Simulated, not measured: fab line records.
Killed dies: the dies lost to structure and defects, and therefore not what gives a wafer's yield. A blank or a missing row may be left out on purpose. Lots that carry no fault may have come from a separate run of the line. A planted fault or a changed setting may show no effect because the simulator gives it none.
Which tool is to blame? / flow nandHarc / 72 wafers from 24 lots sampled at 3 of the route's 1302 steps

WHAT THE GAUGES READ, wafer by wafer
NHARC_A_CONTACT_OVL_MEAS_70.
lot=L076; measured=day 22 05:34; on=overlay-01; overlayXNm (nm)=1.9 1.2 1.4; overlayYNm (nm)=0.3 0.7 0.5
lot=L075; measured=day 22 11:05; on=overlay-01; overlayXNm (nm)=-0.4 0.0 -0.2; overlayYNm (nm)=-0.1 0.7 0.4
lot=L074; measured=day 22 11:43; on=overlay-02; overlayXNm (nm)=0.7 0.9 0.7; overlayYNm (nm)=0.2 1.2 0.6
lot=L077; measured=day 23 04:05; on=overlay-01; overlayXNm (nm)=0.8 0.7 0.9; overlayYNm (nm)=0.7 0.9 0.4
lot=L078; measured=day 23 04:25; on=overlay-02; overlayXNm (nm)=0.1 0.1 -0.2; overlayYNm (nm)=-0.1 0.2 0.3
lot=L080; measured=day 23 17:37; on=overlay-02; overlayXNm (nm)=-0.3 0.1 0.9; overlayYNm (nm)=1.1 1.6 1.4
lot=L079; measured=day 23 18:59; on=overlay-02; overlayXNm (nm)=0.4 0.0 0.2; overlayYNm (nm)=0.0 -0.3 0.0
lot=L081; measured=day 24 13:28; on=overlay-01; overlayXNm (nm)=-1.3 -1.4 -1.1; overlayYNm (nm)=0.2 0.3 0.0
lot=L084; measured=day 25 13:01; on=overlay-02; overlayXNm (nm)=1.7 2.0 2.1; overlayYNm (nm)=0.8 0.2 0.1
lot=L082; measured=day 25 13:40; on=overlay-01; overlayXNm (nm)=-0.7 0.1 -0.3; overlayYNm (nm)=0.1 0.2 0.9
lot=L083; measured=day 25 16:13; on=overlay-01; overlayXNm (nm)=-0.6 -1.4 -0.7; overlayYNm (nm)=0.9 1.2 0.3
lot=L085; measured=day 26 13:47; on=overlay-02; overlayXNm (nm)=-1.1 -0.9 -0.8; overlayYNm (nm)=0.5 0.2 0.2
lot=L086; measured=day 26 17:19; on=overlay-02; overlayXNm (nm)=-1.3 -1.9 -2.2; overlayYNm (nm)=-1.1 -1.0 -1.2
lot=L087; measured=day 26 18:22; on=overlay-02; overlayXNm (nm)=0.2 -0.4 -0.8; overlayYNm (nm)=0.8 0.8 0.5
lot=L088; measured=day 27 12:43; on=overlay-01; overlayXNm (nm)=-0.6 -0.4 -0.2; overlayYNm (nm)=-1.2 -0.1 -0.8
lot=L089; measured=day 27 13:45; on=overlay-01; overlayXNm (nm)=1.6 1.5 1.8; overlayYNm (nm)=-0.1 0.4 0.0
lot=L090; measured=day 29 02:35; on=overlay-02; overlayXNm (nm)=0.7 0.9 0.4; overlayYNm (nm)=-1.0 -0.8 -0.3
lot=L091; measured=day 29 10:07; on=overlay-02; overlayXNm (nm)=0.8 0.6 0.4; overlayYNm (nm)=0.9 0.4 0.1
lot=L093; measured=day 29 17:25; on=overlay-01; overlayXNm (nm)=1.2 1.4 1.1; overlayYNm (nm)=1.5 0.8 1.4
lot=L094; measured=day 29 18:22; on=overlay-01; overlayXNm (nm)=-0.8 -0.7 -0.8; overlayYNm (nm)=1.0 1.3 0.9
lot=L092; measured=day 29 21:31; on=overlay-02; overlayXNm (nm)=-0.6 -0.3 -0.3; overlayYNm (nm)=0.3 0.0 0.6
lot=L095; measured=day 30 17:01; on=overlay-01; overlayXNm (nm)=-0.7 -0.8 -1.6; overlayYNm (nm)=1.4 1.6 0.8
lot=L096; measured=day 30 20:17; on=overlay-01; overlayXNm (nm)=0.3 0.1 0.0; overlayYNm (nm)=-0.1 0.4 -0.8
lot=L097; measured=day 30 23:13; on=overlay-01; overlayXNm (nm)=-0.1 0.0 -0.3; overlayYNm (nm)=0.1 -0.5 -0.4

WHAT TOOL EACH LOT RAN ON (gives the tool, then ch and the chambers of the sampled wafers, and finally the start)
lot=L076; NHARC_A_CONTACT_ETCH_118=harCapEtch-02 ch 0,1, day 21 22:29; NHARC_A_CONTACT_ETCH_122=harCapEtch-02 ch 0,1, day 21 23:10
lot=L075; NHARC_A_CONTACT_ETCH_118=harCapEtch-02 ch 0,1, day 22 02:25; NHARC_A_CONTACT_ETCH_122=harCapEtch-02 ch 0,1, day 22 03:07
lot=L074; NHARC_A_CONTACT_ETCH_118=harCapEtch-03 ch 0,1, day 22 03:52; NHARC_A_CONTACT_ETCH_122=harCapEtch-03 ch 0,1, day 22 04:33
lot=L077; NHARC_A_CONTACT_ETCH_118=harCapEtch-01 ch 0,1, day 22 21:09; NHARC_A_CONTACT_ETCH_122=harCapEtch-01 ch 0,1, day 22 21:50
lot=L078; NHARC_A_CONTACT_ETCH_118=harCapEtch-03 ch 0,1, day 22 21:26; NHARC_A_CONTACT_ETCH_122=harCapEtch-03 ch 0,1, day 22 22:07
lot=L080; NHARC_A_CONTACT_ETCH_118=harCapEtch-02 ch 0,1, day 23 09:35; NHARC_A_CONTACT_ETCH_122=harCapEtch-02 ch 0,1, day 23 10:17
lot=L079; NHARC_A_CONTACT_ETCH_118=harCapEtch-01 ch 0, day 23 11:36; NHARC_A_CONTACT_ETCH_122=harCapEtch-01 ch 0, day 23 12:17
lot=L081; NHARC_A_CONTACT_ETCH_118=harCapEtch-03 ch 1, day 24 06:23; NHARC_A_CONTACT_ETCH_122=harCapEtch-03 ch 1, day 24 07:04
lot=L084; NHARC_A_CONTACT_ETCH_118=harCapEtch-02 ch 1, day 25 04:52; NHARC_A_CONTACT_ETCH_122=harCapEtch-02 ch 1, day 25 05:47
lot=L082; NHARC_A_CONTACT_ETCH_118=harCapEtch-03 ch 0,1, day 25 06:38; NHARC_A_CONTACT_ETCH_122=harCapEtch-03 ch 0,1, day 25 07:19
lot=L083; NHARC_A_CONTACT_ETCH_118=harCapEtch-02 ch 0,1, day 25 09:01; NHARC_A_CONTACT_ETCH_122=harCapEtch-02 ch 0,1, day 25 09:43
lot=L085; NHARC_A_CONTACT_ETCH_118=harCapEtch-01 ch 0,1, day 26 06:24; NHARC_A_CONTACT_ETCH_122=harCapEtch-01 ch 0,1, day 26 07:19
lot=L086; NHARC_A_CONTACT_ETCH_118=harCapEtch-03 ch 0,1, day 26 10:17; NHARC_A_CONTACT_ETCH_122=harCapEtch-03 ch 0,1, day 26 10:59
lot=L087; NHARC_A_CONTACT_ETCH_118=harCapEtch-02 ch 0,1, day 26 11:04; NHARC_A_CONTACT_ETCH_122=harCapEtch-02 ch 0,1, day 26 11:45
lot=L088; NHARC_A_CONTACT_ETCH_118=harCapEtch-02 ch 0,1, day 27 05:38; NHARC_A_CONTACT_ETCH_122=harCapEtch-02 ch 0,1, day 27 06:20
lot=L089; NHARC_A_CONTACT_ETCH_118=harCapEtch-01 ch 0, day 27 06:04; NHARC_A_CONTACT_ETCH_122=harCapEtch-01 ch 0, day 27 06:44
lot=L090; NHARC_A_CONTACT_ETCH_118=harCapEtch-02 ch 0,1, day 28 16:14; NHARC_A_CONTACT_ETCH_122=harCapEtch-02 ch 0,1, day 28 16:54
lot=L091; NHARC_A_CONTACT_ETCH_118=harCapEtch-01 ch 0,1, day 29 02:14; NHARC_A_CONTACT_ETCH_122=harCapEtch-01 ch 0,1, day 29 02:55
lot=L093; NHARC_A_CONTACT_ETCH_118=harCapEtch-02 ch 1, day 29 10:00; NHARC_A_CONTACT_ETCH_122=harCapEtch-02 ch 1, day 29 10:41
lot=L094; NHARC_A_CONTACT_ETCH_118=harCapEtch-01 ch 0,1, day 29 10:09; NHARC_A_CONTACT_ETCH_122=harCapEtch-01 ch 0,1, day 29 10:50
lot=L092; NHARC_A_CONTACT_ETCH_118=harCapEtch-03 ch 0,1, day 29 13:09; NHARC_A_CONTACT_ETCH_122=harCapEtch-03 ch 0,1, day 29 13:49
lot=L095; NHARC_A_CONTACT_ETCH_118=harCapEtch-02 ch 0, day 30 09:56; NHARC_A_CONTACT_ETCH_122=harCapEtch-02 ch 0, day 30 10:37
lot=L096; NHARC_A_CONTACT_ETCH_118=harCapEtch-03 ch 0,1, day 30 10:52; NHARC_A_CONTACT_ETCH_122=harCapEtch-03 ch 0,1, day 30 11:32
lot=L097; NHARC_A_CONTACT_ETCH_118=harCapEtch-01 ch 0,1, day 30 12:16; NHARC_A_CONTACT_ETCH_122=harCapEtch-01 ch 0,1, day 30 12:56
- NHARC_A_CONTACT_ETCH_118: etches the open film in C4F8/O2/Ar, time 190 s, target depth 1850 nm.
- NHARC_A_CONTACT_ETCH_122: etches the open film in C4F8/O2/Ar, time 190 s, target depth 1850 nm.

AS READ BY THE TOOLS THEMSELVES (means over the sampled wafers that have a number; for cases with no such wafer, the mark the record gives instead)
The record holds no such reading with a usual standard deviation.

THE ANSWER, worked out from the rows above alone
Rule: what is usual is taken from the lots themselves. The widest of any qualifying gaps counts: lots, ordered by their means at a reading, are off when they make up no more than a third of the lots, leave a main group of 4 or more, and stand apart from it by 3 or more times the standard deviation of that group's means. A main group is skipped when, at the precision printed for the reading in the tables above, its means are all equal. A lot without any number at a reading at which 4 lots or more have one is off too. Any other lot the step has rows for is counted as sound. Order of review: gauges by route order, followed by the tools' own readings, for which a lot's mean as printed above is used. The first step at which some lot is off is used, and at that step the reading that is off furthest; a lot without a number counts as furthest.
None of the lots is off at any reading shown; this tells nothing.

WHAT HAD BEEN PUT IN BY THE SIMULATOR
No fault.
